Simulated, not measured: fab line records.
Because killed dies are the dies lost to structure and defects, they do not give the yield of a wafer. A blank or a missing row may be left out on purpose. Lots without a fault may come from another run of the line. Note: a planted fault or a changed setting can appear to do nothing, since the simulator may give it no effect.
Matching of chambers | flow n5Finfet | aldSin-02 running N5_SPACER0_ALD_08: 4 sister chambers
The step deposits SiNx, target thk 2 nm. 16 wafers are shown with their chamber, then 8 later ones without.

== EACH WAFER AND ITS CHAMBER ==
wafer  | chamber | heaterPowerW (W) | susceptorTempC (C)
L074.2 | 3       | 783              | 400.02
L074.3 | 1       | 707              | 399.76
L074.6 | 1       | 713              | 399.99
L079.1 | 2       | 776              | 399.79
L079.2 | 3       | 790              | 399.94
L079.5 | 1       | 704              | 399.79
L089.2 | 3       | 741              | 399.87
L089.4 | 0       | 785              | 399.78
L089.5 | 2       | 725              | 400.20
L090.1 | 3       | 777              | 399.79
L090.3 | 0       | 754              | 399.99
L090.5 | 1       | 718              | 400.38
L091.3 | 1       | 754              | 400.10
L091.5 | 3       | 748              | 400.05
L091.6 | 2       | 727              | 400.41
L093.2 | 3       | 793              | 400.09

SIGNATURES (means of the wafers above)
reading        | chamber 0 | chamber 1 | chamber 2 | chamber 3 | scatter within a chamber
heaterPowerW   | 769.50    | 719.20    | 742.67    | 772.00    | 22.8
susceptorTempC | 399.8850  | 400.0040  | 400.1333  | 399.9600  | 0.213
Rule: for each reading, subtract the chamber's mean from the wafer's reading, divide by that reading's scatter and square the result; add these up over the readings and take the root, which gives the wafer's distance from the chamber. If the next closest chamber is less than 2 further off than the closest, the wafer can't be placed; otherwise it belongs to the closest. The scatter is the square root of a quotient: the sum, over the shown wafers, of each reading's squared deviation from its chamber's mean, divided by wafers minus chambers.

== WAFERS WHOSE CHAMBER IS MISSING ==
wafer  | heaterPowerW (W) | susceptorTempC (C)
L093.4 | 733              | 399.77
L093.6 | 713              | 399.98
L095.1 | 754              | 399.96
L095.3 | 724              | 399.75
L095.6 | 807              | 399.78
L096.1 | 741              | 399.68
L096.4 | 773              | 399.90
L096.5 | 720              | 399.97

== WHICH CHAMBER EACH ONE RAN IN ==
wafer  | from the rows above               | in truth
L093.4 | can't be placed: 1 or 0 or 2 or 3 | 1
L093.6 | can't be placed: 1 or 2           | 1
L095.1 | can't be placed: 0 or 3 or 2 or 1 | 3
L095.3 | can't be placed: 1 or 2 or 0 or 3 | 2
L095.6 | can't be placed: 0 or 3 or 2      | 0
L096.1 | can't be placed: 0 or 1 or 3 or 2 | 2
L096.4 | can't be placed: 0 or 3 or 2      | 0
L096.5 | can't be placed: 1 or 2           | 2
Placed correctly: 0 of 8. Can't be placed from these rows: 8 (the true chamber is among the candidates in 8). Number placed wrongly: 0.
